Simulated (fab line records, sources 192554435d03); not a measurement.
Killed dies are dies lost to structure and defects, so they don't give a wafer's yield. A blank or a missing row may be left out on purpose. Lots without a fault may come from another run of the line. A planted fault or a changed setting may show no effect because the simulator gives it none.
Chamber matching | flow n5_finfet | N5_BEOL_M3_ETCH_64 on rie_diel-06: 4 sister chambers
The step etches SOC in N2/H2, target depth 75 nm, overetch 15 nm, time 112.5 s. 14 wafers are shown with their chamber, then 7 later ones without.

WAFERS WITH THEIR CHAMBER
wafer  | chamber | showerhead_plenum_p_Torr (Torr) | oes_product_au (a.u.) | rf_vpp_V (V)
L997.2 | 0       | 2.65                            | 0.61                  | 527.2
L997.4 | 2       | 2.57                            | 0.63                  | 525.4
L997.5 | 3       | 2.41                            | 0.55                  | 518.6
L999.1 | 0       | 2.65                            | 0.62                  | 529.4
L999.4 | 2       | 2.57                            | 0.64                  | 523.9
L999.6 | 2       | 2.57                            | 0.63                  | 523.7
L100.4 | 0       | 2.65                            | 0.62                  | 526.9
L100.5 | 2       | 2.57                            | 0.64                  | 524.4
L100.6 | 1       | 2.50                            | 0.75                  | 521.2
L101.1 | 2       | 2.57                            | 0.63                  | 525.0
L101.3 | 0       | 2.65                            | 0.61                  | 527.7
L101.4 | 1       | 2.50                            | 0.74                  | 522.2
L103.1 | 3       | 2.40                            | 0.54                  | 519.6
L103.2 | 0       | 2.65                            | 0.61                  | 526.5

SIGNATURES (means of the wafers above)
reading                  | chamber 0 | chamber 1 | chamber 2 | chamber 3 | scatter within a chamber
showerhead_plenum_p_Torr | 2.6500    | 2.5000    | 2.5700    | 2.4050    | 0.00224
oes_product_au           | 0.6140    | 0.7450    | 0.6340    | 0.5450    | 0.00583
rf_vpp_V                 | 527.540   | 521.700   | 524.480   | 519.100   | 0.903
Rule: a wafer's distance from a chamber is the root of the sum, over the readings, of the square of ((its reading less the chamber's mean) divided by the reading's scatter). The wafer belongs to the nearest chamber; if the next one is less than 2 further off, it can't be placed. The scatter: the root of (the sum of the squares of (reading less its chamber's mean) over the shown wafers, divided by (wafers less chambers)).

WAFERS WITHOUT THEIR CHAMBER
wafer  | showerhead_plenum_p_Torr (Torr) | oes_product_au (a.u.) | rf_vpp_V (V)
L103.4 | 2.56                            | 0.64                  | 525.4
L109.2 | 2.64                            | 0.59                  | 525.7
L109.4 | 2.55                            | 0.62                  | 524.2
L109.6 | 2.64                            | 0.59                  | 526.0
L118.3 | 2.63                            | 0.59                  | 525.8
L118.4 | 2.55                            | 0.61                  | 525.6
L118.6 | 2.55                            | 0.60                  | 522.9

WHICH CHAMBER EACH WENT THROUGH
wafer  | from the rows above | in truth
L103.4 | 2                   | 2
L109.2 | 0                   | 0
L109.4 | 2                   | 2
L109.6 | 0                   | 0
L118.3 | 0                   | 0
L118.4 | 2                   | 2
L118.6 | 2                   | 2
Placed correctly: 7 of 7. Can't be placed from these rows: 0. Placed wrongly: 0.
